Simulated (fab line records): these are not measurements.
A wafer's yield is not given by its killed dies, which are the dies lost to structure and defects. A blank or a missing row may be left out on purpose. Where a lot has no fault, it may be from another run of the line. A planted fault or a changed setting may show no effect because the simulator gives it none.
Which tool was responsible? | flow n5-finfet | Sampling: 22 lots, 66 wafers, 6 of 1938 route steps

## WHAT EACH GAUGE READ, for each wafer
Not one reading of a measure or inspect step in the record can be checked against a usual standard deviation.

## TOOL THAT RAN EACH LOT (tool first, then ch and the chambers of the sampled wafers, then the start)
lot  | N5_GATE_CUT_CMP_02            | N5_GATE_CUT_STRIP_41               | N5_GATE_CUT_ETCH_19                | N5_GATE_CUT_CMP_43            | N5_MOL_CONTACT_COAG_ETCH_106       | N5_MOL_CONTACT_COAG_PRE_CLEAN_142
L074 | cmp-01 ch 0,1,2, day 4 09:44  | rie-diel-02 ch 0,1, day 4 10:49    | rie-diel-02 ch 0,1, day 4 10:52    | cmp-01 ch 0,1,3, day 4 13:28  | rie-diel-01 ch 0,3, day 4 14:28    | pvd-sputter-03, day 4 20:56
L076 | cmp-02 ch 0,1,3, day 4 23:04  | rie-diel-04 ch 0,2,3, day 5 00:13  | rie-diel-04 ch 0,2,3, day 5 00:16  | cmp-01 ch 1,2,3, day 5 02:38  | rie-diel-03 ch 2,3, day 5 03:55    | pvd-sputter-03, day 5 10:07
L077 | cmp-03 ch 0,2,3, day 5 08:22  | rie-diel-02 ch 0,1,3, day 5 09:27  | rie-diel-02 ch 0,1,3, day 5 09:31  | cmp-03 ch 0,2,3, day 5 11:55  | rie-diel-05 ch 0,1,3, day 5 13:16  | pvd-sputter-02, day 5 18:42
L078 | cmp-01 ch 0,2,3, day 5 09:40  | rie-diel-04 ch 0,1,3, day 5 10:55  | rie-diel-04 ch 0,1,3, day 5 10:58  | cmp-01 ch 0,2,3, day 5 14:02  | rie-diel-03 ch 0,2,3, day 5 15:28  | pvd-sputter-02, day 5 23:24
L079 | cmp-01 ch 0,1,2, day 5 19:03  | rie-diel-06 ch 1,2,3, day 5 20:10  | rie-diel-06 ch 1,2,3, day 5 20:13  | cmp-01 ch 0,1,2, day 5 22:37  | rie-diel-03 ch 0,2,3, day 5 23:49  | pvd-sputter-03, day 6 04:18
L080 | cmp-02 ch 1,2, day 6 02:38    | rie-diel-04 ch 0,1,2, day 6 03:53  | rie-diel-04 ch 0,1,2, day 6 03:57  | cmp-01 ch 1,3, day 6 06:24    | rie-diel-01 ch 0,1,3, day 6 07:41  | pvd-sputter-02, day 6 12:21
L081 | cmp-01 ch 1,2, day 6 05:17    | rie-diel-04 ch 1,2,3, day 6 06:18  | rie-diel-04 ch 1,2,3, day 6 06:22  | cmp-01 ch 1,3, day 6 08:49    | rie-diel-01 ch 0,3, day 6 10:04    | pvd-sputter-01, day 6 18:08
L082 | cmp-03 ch 1,2,3, day 6 13:05  | rie-diel-04 ch 0,2, day 6 14:01    | rie-diel-04 ch 0,2, day 6 14:05    | cmp-03 ch 0,2, day 6 16:53    | rie-diel-03 ch 2,3, day 6 18:10    | pvd-sputter-01, day 6 23:09
L083 | cmp-03 ch 0,2,3, day 6 15:27  | rie-diel-06 ch 0,1, day 6 16:21    | rie-diel-06 ch 0,1, day 6 16:25    | cmp-02 ch 0,1,2, day 6 19:01  | rie-diel-05 ch 1,2,3, day 6 20:01  | pvd-sputter-03, day 7 02:17
L084 | cmp-03 ch 0,1,3, day 6 21:59  | rie-diel-06 ch 0,2,3, day 6 23:00  | rie-diel-06 ch 0,2,3, day 6 23:04  | cmp-03 ch 2,3, day 7 01:25    | rie-diel-03 ch 0,1,3, day 7 02:47  | pvd-sputter-02, day 7 06:23
L085 | cmp-01 ch 1,2,3, day 7 06:02  | rie-diel-04 ch 0,1, day 7 07:35    | rie-diel-04 ch 0,1, day 7 07:39    | cmp-01 ch 0,2, day 7 10:13    | rie-diel-03 ch 1,2,3, day 7 11:26  | pvd-sputter-03, day 7 15:38
L086 | cmp-02 ch 2,3, day 7 13:10    | rie-diel-04 ch 0,1,3, day 7 14:31  | rie-diel-04 ch 0,1,3, day 7 14:34  | cmp-02 ch 0,3, day 7 17:04    | rie-diel-05 ch 0,3, day 7 18:17    | pvd-sputter-03, day 7 22:17
L087 | cmp-02 ch 0,1, day 7 21:33    | rie-diel-02 ch 0,1, day 7 22:43    | rie-diel-02 ch 0,1, day 7 22:47    | cmp-01 ch 1,2, day 8 01:13    | rie-diel-01 ch 0,2, day 8 02:52    | pvd-sputter-03, day 8 12:28
L088 | cmp-03 ch 2,3, day 7 23:41    | rie-diel-04 ch 0,1,2, day 8 01:14  | rie-diel-04 ch 0,1,2, day 8 01:18  | cmp-03 ch 0,1,3, day 8 03:40  | rie-diel-03 ch 2,3, day 8 05:01    | pvd-sputter-03, day 8 12:58
L089 | cmp-02 ch 2,3, day 8 06:32    | rie-diel-06 ch 0,2,3, day 8 07:39  | rie-diel-06 ch 0,2,3, day 8 07:43  | cmp-03 ch 0,2,3, day 8 10:14  | rie-diel-03 ch 0,2,3, day 8 11:17  | pvd-sputter-02, day 8 17:51
L091 | cmp-02 ch 1,2,3, day 8 18:11  | rie-diel-02 ch 0,3, day 8 19:20    | rie-diel-02 ch 0,3, day 8 19:23    | cmp-01 ch 0,2, day 8 22:45    | rie-diel-03 ch 0,1, day 9 00:07    | pvd-sputter-01, day 9 04:31
L092 | cmp-02 ch 0,2,3, day 8 21:41  | rie-diel-06 ch 1,2, day 8 22:46    | rie-diel-06 ch 1,2, day 8 22:50    | cmp-02 ch 0,2,3, day 9 01:39  | rie-diel-05 ch 0,3, day 9 03:10    | pvd-sputter-01, day 9 07:56
L093 | cmp-01 ch 0,1, day 9 06:18    | rie-diel-02 ch 0,1, day 9 07:25    | rie-diel-02 ch 0,1, day 9 07:29    | cmp-02 ch 0,2,3, day 9 09:58  | rie-diel-03 ch 0,1,3, day 9 11:19  | pvd-sputter-02, day 9 16:16
L094 | cmp-01 ch 0,2,3, day 9 12:52  | rie-diel-04 ch 1,2,3, day 9 14:02  | rie-diel-04 ch 1,2,3, day 9 14:06  | cmp-03 ch 1,2,3, day 9 16:59  | rie-diel-03 ch 0,3, day 9 18:14    | pvd-sputter-03, day 10 01:06
L095 | cmp-03 ch 0,3, day 9 20:26    | rie-diel-04 ch 0,3, day 9 21:32    | rie-diel-04 ch 0,3, day 9 21:35    | cmp-01 ch 0,1,3, day 10 00:38 | rie-diel-05 ch 0,1, day 10 01:49   | pvd-sputter-01, day 10 08:29
L096 | cmp-01 ch 0,2,3, day 9 23:56  | rie-diel-02 ch 0,1,2, day 10 01:17 | rie-diel-02 ch 0,1,2, day 10 01:21 | cmp-03 ch 1,2,3, day 10 03:59 | rie-diel-01 ch 1,2,3, day 10 05:33 | pvd-sputter-01, day 10 10:56
L097 | cmp-02 ch 0,1,2, day 10 07:35 | rie-diel-02 ch 2,3, day 10 08:45   | rie-diel-02 ch 2,3, day 10 08:49   | cmp-01 ch 0,2,3, day 10 11:20 | rie-diel-05 ch 1,2, day 10 12:29   | pvd-sputter-02, day 10 17:53
- N5_GATE_CUT_CMP_02: polishes, stops on SiO2, t overpolish 12.7 s, target thk 0 nm.
- N5_GATE_CUT_STRIP_41: strips in CF4.
- N5_GATE_CUT_ETCH_19: etches SiNx in CH3F/O2, target depth 53.7 nm, time 76.7 s.
- N5_GATE_CUT_CMP_43: polishes SiO2.
- N5_MOL_CONTACT_COAG_ETCH_106: etches SOC in N2/H2, target depth 80 nm, overetch 16 nm, time 120 s.
- N5_MOL_CONTACT_COAG_PRE_CLEAN_142: time 60 s.

## WHAT THE TOOLS THEMSELVES READ (means of the sampled wafers that have a number; where no wafer has one, the mark that the record gives instead)
N5_GATE_CUT_CMP_02. Usual: motor-current-A 9.1 A, standard deviation 0.96; overpolish-run-s 12.700 s, standard deviation 0.0094; time-to-endpoint-s 24 s, standard deviation 3.2.
lot  | tool   | motor-current-A (A) | overpolish-run-s (s) | time-to-endpoint-s (s) | flag
L074 | cmp-01 | 9.0                 | 12.699               | 23                     |
L076 | cmp-02 | 10.1                | 12.702               | 25                     |
L077 | cmp-03 | 8.6                 | 12.702               | 26                     |
L078 | cmp-01 | 8.9                 | 12.707               | 23                     |
L079 | cmp-01 | 8.9                 | 12.700               | 24                     |
L080 | cmp-02 | 8.7                 | 12.699               | 27                     |
L081 | cmp-01 | 8.7                 | 12.696               | 24                     |
L082 | cmp-03 | 8.8                 | 12.713               | 29                     |
L083 | cmp-03 | 8.8                 | 12.702               | 26                     |
L084 | cmp-03 | 8.8                 | 12.691               | 28                     |
L085 | cmp-01 | 9.2                 | 12.694               | 22                     |
L086 | cmp-02 | 8.4                 | 12.694               | 28                     |
L087 | cmp-02 | 9.9                 | 12.699               | 21                     |
L088 | cmp-03 | 9.0                 | 12.703               | 23                     |
L089 | cmp-02 | 9.3                 | 12.701               | 26                     |
L091 | cmp-02 | 9.0                 | 12.697               | 24                     |
L092 | cmp-02 | 9.8                 | 12.707               | 24                     |
L093 | cmp-01 | 9.2                 | 12.705               | 22                     |
L094 | cmp-01 | 8.8                 | 12.698               | 25                     |
L095 | cmp-03 | 8.7                 | 12.704               | 25                     |
L096 | cmp-01 | 8.8                 | 12.702               | 22                     |
L097 | cmp-02 | 9.7                 | 12.701               | 24                     |

N5_GATE_CUT_STRIP_41. Usual: chamber-pressure-mTorr 50.00 mTorr, standard deviation 0.044; drypump-motor-current-A 5.8 A, standard deviation 0.54; oes-product-au 0.175 a.u., standard deviation 0.016; rf-vpp-V 271.5 V, standard deviation 1.6; showerhead-plenum-p-Torr 1.81 Torr, standard deviation 0.064; throttle-valve-pct 13.59 %, standard deviation 0.18.
lot  | tool        | chamber-pressure-mTorr (mTorr) | drypump-motor-current-A (A) | oes-product-au (a.u.) | rf-vpp-V (V) | showerhead-plenum-p-Torr (Torr) | throttle-valve-pct (%) | flag
L074 | rie-diel-02 | 49.99                          | 5.5                         | 0.162                 | 273.0        | 1.87                            | 13.63                  |
L076 | rie-diel-04 | 50.03                          | 5.4                         | 0.175                 | 271.3        | 1.82                            | 13.68                  |
L077 | rie-diel-02 | 49.99                          | 6.0                         | 0.166                 | 272.4        | 1.84                            | 13.67                  |
L078 | rie-diel-04 | 50.01                          | 5.8                         | 0.169                 | 272.1        | 1.82                            | 13.61                  |
L079 | rie-diel-06 | 50.03                          | 5.6                         | 0.194                 | 270.7        | 1.76                            | 13.37                  |
L080 | rie-diel-04 | 49.98                          | 5.5                         | 0.175                 | 272.2        | 1.87                            | 13.58                  |
L081 | rie-diel-04 | 49.98                          | 5.7                         | 0.170                 | 271.3        | 1.83                            | 13.68                  |
L082 | rie-diel-04 | 50.01                          | 5.0                         | 0.175                 | 272.5        | 1.87                            | 13.68                  |
L083 | rie-diel-06 | 49.97                          | 5.7                         | 0.177                 | 273.1        | 1.84                            | 13.58                  |
L084 | rie-diel-06 | 49.97                          | 5.8                         | 0.185                 | 270.4        | 1.77                            | 13.62                  |
L085 | rie-diel-04 | 50.03                          | 5.6                         | 0.174                 | 272.7        | 1.86                            | 13.55                  |
L086 | rie-diel-04 | 50.01                          | 5.8                         | 0.171                 | 271.0        | 1.82                            | 13.65                  |
L087 | rie-diel-02 | 49.99                          | 6.0                         | 0.205                 | 272.2        | 1.86                            | 13.39                  |
L088 | rie-diel-04 | 49.97                          | 5.5                         | 0.171                 | 272.6        | 1.87                            | 13.61                  |
L089 | rie-diel-06 | 50.00                          | 5.8                         | 0.178                 | 271.0        | 1.77                            | 13.64                  |
L091 | rie-diel-02 | 50.01                          | 6.4                         | 0.186                 | 270.8        | 1.81                            | 13.55                  |
L092 | rie-diel-06 | 50.02                          | 5.9                         | 0.198                 | 270.8        | 1.76                            | 13.42                  |
L093 | rie-diel-02 | 49.98                          | 6.0                         | 0.201                 | 272.5        | 1.86                            | 13.41                  |
L094 | rie-diel-04 | 50.00                          | 5.7                         | 0.166                 | 272.0        | 1.82                            | 13.73                  |
L095 | rie-diel-04 | 50.01                          | 5.5                         | 0.168                 | 271.2        | 1.80                            | 13.70                  |
L096 | rie-diel-02 | 50.01                          | 5.9                         | 0.175                 | 270.8        | 1.81                            | 13.52                  |
L097 | rie-diel-02 | 50.01                          | 6.4                         | 0.166                 | 270.0        | 1.73                            | 13.63                  |

N5_GATE_CUT_ETCH_19. Usual: chamber-pressure-mTorr 30.005 mTorr, standard deviation 0.027; drypump-motor-current-A 5.8 A, standard deviation 0.53; etch-rf-on-time-s 77.6 s, standard deviation 2.2; mfc-ar-sccm 150.0 sccm, standard deviation 0.48; oes-product-au 0.64 a.u., standard deviation 0.065; rf-vpp-V 293 V, standard deviation 6.8; showerhead-plenum-p-Torr 2.01 Torr, standard deviation 0.071; throttle-valve-pct 16.27 %, standard deviation 0.2.
lot  | tool        | chamber-pressure-mTorr (mTorr) | drypump-motor-current-A (A) | etch-rf-on-time-s (s) | mfc-ar-sccm (sccm) | oes-product-au (a.u.) | rf-vpp-V (V) | showerhead-plenum-p-Torr (Torr) | throttle-valve-pct (%) | flag
L074 | rie-diel-02 | 29.995                         | 5.5                         | 75.5                  | 150.4              | 0.61                  | 304          | 2.04                            | 16.10                  |
L076 | rie-diel-04 | 29.987                         | 5.4                         | 79.2                  | 150.6              | 0.63                  | 289          | 2.02                            | 16.32                  |
L077 | rie-diel-02 | 30.002                         | 6.0                         | 76.7                  | 150.1              | 0.61                  | 298          | 2.03                            | 16.25                  |
L078 | rie-diel-04 | 30.036                         | 5.8                         | 80.0                  | 150.5              | 0.61                  | 293          | 2.02                            | 16.27                  |
L079 | rie-diel-06 | 30.017                         | 5.6                         | 75.9                  | 149.5              | 0.72                  | 291          | 1.97                            | 16.17                  |
L080 | rie-diel-04 | 29.998                         | 5.5                         | 77.5                  | 149.8              | 0.64                  | 291          | 2.07                            | 16.24                  |
L081 | rie-diel-04 | 29.991                         | 5.7                         | 78.6                  | 150.1              | 0.62                  | 294          | 2.01                            | 16.24                  |
L082 | rie-diel-04 | 30.013                         | 5.0                         | 78.0                  | 150.0              | 0.63                  | 289          | 2.06                            | 16.30                  |
L083 | rie-diel-06 | 29.984                         | 5.7                         | 76.9                  | 150.6              | 0.66                  | 302          | 2.06                            | 16.33                  |
L084 | rie-diel-06 | 30.002                         | 5.8                         | 76.1                  | 149.9              | 0.68                  | 295          | 1.98                            | 16.40                  |
L085 | rie-diel-04 | 30.007                         | 5.6                         | 78.7                  | 149.9              | 0.63                  | 290          | 2.08                            | 16.29                  |
L086 | rie-diel-04 | 30.013                         | 5.8                         | 79.5                  | 149.8              | 0.61                  | 293          | 2.01                            | 16.29                  |
L087 | rie-diel-02 | 29.986                         | 6.0                         | 75.3                  | 150.0              | 0.76                  | 300          | 2.03                            | 15.91                  |
L088 | rie-diel-04 | 29.988                         | 5.5                         | 77.8                  | 149.7              | 0.63                  | 292          | 2.07                            | 16.27                  |
L089 | rie-diel-06 | 30.027                         | 5.8                         | 76.4                  | 150.0              | 0.67                  | 295          | 1.98                            | 16.42                  |
L091 | rie-diel-02 | 30.003                         | 6.5                         | 78.8                  | 149.9              | 0.67                  | 291          | 2.00                            | 16.24                  |
L092 | rie-diel-06 | 30.007                         | 5.9                         | 76.0                  | 150.0              | 0.74                  | 290          | 1.99                            | 16.30                  |
L093 | rie-diel-02 | 30.005                         | 6.0                         | 74.3                  | 149.5              | 0.75                  | 302          | 2.03                            | 15.94                  |
L094 | rie-diel-04 | 29.989                         | 5.7                         | 78.6                  | 150.2              | 0.60                  | 294          | 2.00                            | 16.28                  |
L095 | rie-diel-04 | 30.006                         | 5.5                         | 79.1                  | 150.0              | 0.61                  | 287          | 2.01                            | 16.44                  |
L096 | rie-diel-02 | 29.982                         | 5.9                         | 75.2                  | 149.8              | 0.67                  | 297          | 1.99                            | 16.13                  |
L097 | rie-diel-02 | 29.992                         | 6.3                         | 77.3                  | 150.4              | 0.61                  | 285          | 1.94                            | 16.45                  |

N5_GATE_CUT_CMP_43. Usual: motor-current-A at 12.1 A, with a standard deviation of 1.1.
lot  | tool   | motor-current-A (A) | flag
L074 | cmp-01 | 12.5                |
L076 | cmp-01 | 12.4                |
L077 | cmp-03 | 11.5                |
L078 | cmp-01 | 11.7                |
L079 | cmp-01 | 12.0                |
L080 | cmp-01 | 13.2                |
L081 | cmp-01 | 13.1                |
L082 | cmp-03 | 11.2                |
L083 | cmp-02 | 12.8                |
L084 | cmp-03 | 11.6                |
L085 | cmp-01 | 11.3                |
L086 | cmp-02 | 13.9                |
L087 | cmp-01 | 12.0                |
L088 | cmp-03 | 11.9                |
L089 | cmp-03 | 11.1                |
L091 | cmp-01 | 11.2                |
L092 | cmp-02 | 13.2                |
L093 | cmp-02 | 12.9                |
L094 | cmp-03 | 12.0                |
L095 | cmp-01 | 12.7                |
L096 | cmp-03 | 11.9                |
L097 | cmp-01 | 12.2                |

N5_MOL_CONTACT_COAG_ETCH_106. Usual: chamber-pressure-mTorr 29.998 mTorr, standard deviation 0.028; drypump-motor-current-A 5.6 A, standard deviation 0.56; oes-product-au 0.68 a.u., standard deviation 0.074; rf-vpp-V 523.7 V, standard deviation 2.6; showerhead-plenum-p-Torr 2.53 Torr, standard deviation 0.092; throttle-valve-pct 17.8 %, standard deviation 0.31.
lot  | tool        | chamber-pressure-mTorr (mTorr) | drypump-motor-current-A (A) | oes-product-au (a.u.) | rf-vpp-V (V) | showerhead-plenum-p-Torr (Torr) | throttle-valve-pct (%) | flag
L074 | rie-diel-01 | 30.012                         | 5.8                         | 0.62                  | 523.4        | 2.55                            | 17.8                   |
L076 | rie-diel-03 | 30.011                         | 5.8                         | 0.68                  | 522.0        | 2.48                            | 18.0                   |
L077 | rie-diel-05 | 29.998                         | 5.2                         | 0.66                  | 524.9        | 2.56                            | 17.6                   |
L078 | rie-diel-03 | 30.014                         | 5.4                         | 0.65                  | 521.9        | 2.45                            | 18.0                   |
L079 | rie-diel-03 | 29.981                         | 5.4                         | 0.64                  | 521.4        | 2.45                            | 18.0                   |
L080 | rie-diel-01 | 29.987                         | 5.9                         | 0.63                  | 525.9        | 2.59                            | 17.9                   |
L081 | rie-diel-01 | 30.015                         | 5.8                         | 0.61                  | 523.3        | 2.55                            | 17.8                   |
L082 | rie-diel-03 | 29.956                         | 5.3                         | 0.64                  | 522.9        | 2.49                            | 18.0                   |
L083 | rie-diel-05 | 30.007                         | 5.5                         | 0.65                  | 523.8        | 2.53                            | 17.9                   |
L084 | rie-diel-03 | 30.015                         | 5.7                         | 0.78                  | 524.3        | 2.54                            | 17.6                   |
L085 | rie-diel-03 | 30.019                         | 5.5                         | 0.70                  | 522.3        | 2.48                            | 17.7                   |
L086 | rie-diel-05 | 30.000                         | 4.9                         | 0.65                  | 525.9        | 2.60                            | 17.7                   |
L087 | rie-diel-01 | 30.010                         | 5.9                         | 0.70                  | 526.5        | 2.66                            | 17.7                   |
L088 | rie-diel-03 | 29.991                         | 5.3                         | 0.63                  | 522.7        | 2.49                            | 18.0                   |
L089 | rie-diel-03 | 29.994                         | 5.4                         | 0.70                  | 524.9        | 2.55                            | 17.8                   |
L091 | rie-diel-03 | 29.981                         | 5.3                         | 0.80                  | 526.4        | 2.61                            | 17.4                   |
L092 | rie-diel-05 | 29.984                         | 4.9                         | 0.64                  | 525.4        | 2.60                            | 17.8                   |
L093 | rie-diel-03 | 30.027                         | 5.7                         | 0.75                  | 523.1        | 2.53                            | 17.6                   |
L094 | rie-diel-03 | 29.979                         | 5.6                         | 0.75                  | 526.5        | 2.61                            | 17.7                   |
L095 | rie-diel-05 | 30.013                         | 5.3                         | 0.64                  | 523.0        | 2.51                            | 17.6                   |
L096 | rie-diel-01 | 29.983                         | 5.7                         | 0.74                  | 525.5        | 2.60                            | 17.5                   |
L097 | rie-diel-05 | 30.019                         | 5.7                         | 0.63                  | 522.4        | 2.48                            | 17.9                   |

N5_MOL_CONTACT_COAG_PRE_CLEAN_142. Usual: heater-power-w 511 W, standard deviation 47; susceptor-temp-C 299.99 C, standard deviation 0.2.
lot  | tool           | heater-power-w (W) | susceptor-temp-C (C) | flag
L074 | pvd-sputter-03 | 483                | 300.02               |
L076 | pvd-sputter-03 | 509                | 299.99               |
L077 | pvd-sputter-02 | 526                | 299.93               |
L078 | pvd-sputter-02 | 481                | 299.92               |
L079 | pvd-sputter-03 | 494                | 300.03               |
L080 | pvd-sputter-02 | 459                | 299.81               |
L081 | pvd-sputter-01 | 552                | 300.07               |
L082 | pvd-sputter-01 | 545                | 299.98               |
L083 | pvd-sputter-03 | 467                | 299.96               |
L084 | pvd-sputter-02 | 491                | 300.05               |
L085 | pvd-sputter-03 | 522                | 299.90               |
L086 | pvd-sputter-03 | 475                | 299.85               |
L087 | pvd-sputter-03 | 474                | 299.98               |
L088 | pvd-sputter-03 | 520                | 300.09               |
L089 | pvd-sputter-02 | 554                | 299.87               |
L091 | pvd-sputter-01 | 542                | 299.90               |
L092 | pvd-sputter-01 | 556                | 299.95               |
L093 | pvd-sputter-02 | 480                | 299.94               |
L094 | pvd-sputter-03 | 508                | 300.12               |
L095 | pvd-sputter-01 | 527                | 300.04               |
L096 | pvd-sputter-01 | 523                | 300.13               |
L097 | pvd-sputter-02 | 526                | 299.90               |

## THE ANSWER, worked out from the rows above alone
Rule: take the mean of a lot's wafers that have a number; if it is more than 3 standard deviations from the usual mean, the lot is off. Also off: a lot with no number at a reading for which 4 or more lots have one. Any other lot the step has rows for is counted as sound. Order of review: gauges by route order, followed by the tools' own readings, for which a lot's mean as printed above is used. At the first step where some lot is off, the reading lying furthest off is the one used; lots without a number count as furthest.
No lot is off on any of the readings shown, so nothing can be concluded from this.

## WHAT WAS PUT IN BY THE SIMULATOR
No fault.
